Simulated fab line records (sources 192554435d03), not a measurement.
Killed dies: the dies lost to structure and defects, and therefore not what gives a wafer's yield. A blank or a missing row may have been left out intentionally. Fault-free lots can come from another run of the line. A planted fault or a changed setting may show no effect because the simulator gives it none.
Matching of chambers | flow n5 finfet | cvd co-01 running N5_BEOL_M0_CVD_115: 3 sister chambers
The step deposits Co from CCTBA/H2, time 120 s. 18 wafers are shown with their chamber, then 9 later ones without.

## WAFERS WITH THEIR CHAMBER
wafer  | chamber | run length s (s)
L648.3 | 1       | 143.0
L648.4 | 0       | 142.1
L648.6 | 2       | 143.1
L649.3 | 0       | 142.5
L649.4 | 1       | 142.9
L649.6 | 0       | 141.8
L651.1 | 0       | 142.2
L651.3 | 1       | 143.3
L651.6 | 0       | 142.4
L653.1 | 2       | 142.4
L653.2 | 0       | 142.1
L653.4 | 1       | 143.0
L654.2 | 1       | 143.5
L654.5 | 1       | 143.2
L654.6 | 0       | 142.1
L658.2 | 2       | 142.7
L658.4 | 0       | 142.1
L658.5 | 2       | 143.0

SIGNATURES (averages over the wafers above)
reading      | chamber 0 | chamber 1 | chamber 2 | scatter within a chamber
run length s | 142.162   | 143.150   | 142.800   | 0.241
Rule: for a wafer and a chamber, the distance is found by dividing, reading by reading, the gap between the wafer's reading and the chamber's mean by the reading's scatter, squaring, summing and taking the root. If the next closest chamber is less than 2 further off than the closest, the wafer can't be placed; otherwise it belongs to the closest. The scatter: the root of (the sum of the squares of (reading less its chamber's mean) over the shown wafers, divided by (wafers less chambers)).

## WAFERS WITH NO CHAMBER GIVEN
wafer  | run length s (s)
L662.1 | 143.1
L662.5 | 142.0
L662.6 | 142.7
L664.1 | 142.4
L664.2 | 141.7
L664.6 | 143.6
L670.1 | 142.9
L670.3 | 142.3
L670.5 | 142.4

## CHAMBER TAKEN BY EACH
wafer  | from the rows above          | in truth
L662.1 | can't be placed: 1 or 2      | 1
L662.5 | 0                            | 0
L662.6 | can't be placed: 2 or 1 or 0 | 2
L664.1 | can't be placed: 0 or 2      | 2
L664.2 | 0                            | 0
L664.6 | can't be placed: 1 or 2      | 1
L670.1 | can't be placed: 2 or 1      | 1
L670.3 | can't be placed: 0 or 2      | 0
L670.5 | can't be placed: 0 or 2      | 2
2 of 9 placed correctly. These rows do not allow placing 7 (true chamber among the candidates in 7). Wrongly placed: 0.
